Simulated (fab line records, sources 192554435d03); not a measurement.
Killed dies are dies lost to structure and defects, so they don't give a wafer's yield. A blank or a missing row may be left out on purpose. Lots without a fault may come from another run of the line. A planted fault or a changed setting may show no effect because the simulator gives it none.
Problem report in the 8D (eight disciplines) form, filled by code | flow n5_finfet | the parts of the form that need people (team, actions taken, sign-off) are left out

1. THE PROBLEM
thk_nm at N5_SD_EPI_P_EPI_MEAS_23 reads a mean of 70.3 nm on 6 wafers of 2 lots; wafers without a fault read 61.0 nm with a standard deviation of 1.3. That is +7.1 standard deviations from the usual mean.
First seen on wafer L191.3, day 6 22:10, on film_metro-01. The record holds 24 wafers of 8 lots with a number at this step. Rule for "out", or "out of limits": more than 4 standard deviations from the usual mean. The other wafers with a number count as sound.

2. WHAT IT IS AND WHAT IT IS NOT
question                    | is                           | is not
which readings at this step | thk_nm                       | -
which lots                  | L191, L193                   | L178, L183, L185, L188, L189, L200
which wafers of those lots  | all that have a number       | -
read on which gauges        | film_metro-01, film_metro-02 | -
when                        | from day 6 22:10             | up to then (15 sound wafers); but 3 sound wafers of L200 came after

3. SUSPECTS, AND WHAT RULES EACH OUT
Counting: a tool at a process step up to the reading stays a suspect if it ran every lot that is out and no sound lot after the first of them.
- the gauge at N5_SD_EPI_P_EPI_MEAS_23: ruled out. The wafers that are out were read on 2 gauges (film_metro-01, film_metro-02).
- epi_rpcvd-03 at N5_SD_EPI_P_EPI_21 (deposits SiGe:B, time 355 s): kept. It ran every lot that is out, first L191 (day 6 20:41), and no sound lot after that; its last sound lot up to then is L189 (day 6 07:54). Its own readings are out on those wafers: chamber_pressure_Torr.
Left after counting: epi_rpcvd-03 at N5_SD_EPI_P_EPI_21.

4. THE CAUSE (what the simulator had put in)
Process parameter drift: epi_rpcvd-03, from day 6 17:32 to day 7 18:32, at N5_SD_EPI_P_EPI_21. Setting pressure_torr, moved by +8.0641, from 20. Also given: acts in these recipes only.
Counting left only this tool.

5. THE CHAIN OF EFFECTS, in route order
Each row: a reading whose mean over the struck wafers that have a number lies more than 3 standard deviations from the usual. Only readings for which the record gives a usual standard deviation are gone through. hours: the time from each lot's start at the first step in this table that gives one to its start at this step, as a median over the lots. sigmas: the change in usual standard deviations.
hours | step                        | reading               | usual       | on struck wafers | change | sigmas
0     | N5_SD_EPI_P_EPI_21          | chamber_pressure_Torr | 20.00 Torr  | 28.01            | +8.01  | +99 or more
2     | N5_SD_EPI_P_EPI_MEAS_23     | thk_nm                | 61.0 nm     | 70.3             | +9.3   | +7.1
2     | N5_SD_ACTIVATION_RS_MEAS_03 | RS_SD_P               | 56.1 ohm/sq | 45.1             | -11.0  | -13
109   | N5_BEOL_M4_RC_MEAS_101      | RS_SD_P               | 66.0 ohm/sq | 53.1             | -12.9  | -14
The process steps in it:
- N5_SD_EPI_P_EPI_21: deposits SiGe:B, time 355 s.

6. WHAT WOULD HAVE CAUGHT IT SOONER
In this record the first reading out of limits at a measuring or inspecting step was taken at day 6 22:10, 5 hours after the fault began at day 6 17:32.
The tool's own readings at N5_SD_EPI_P_EPI_21 were out on every struck wafer that the step has a row for (chamber_pressure_Torr): an alarm limit on them would have fired on the first of those.
Of the lots that are out (2), L193 began N5_SD_EPI_P_EPI_21 on epi_rpcvd-03 after day 6 22:10. A hold on the tool at that time would have spared it.
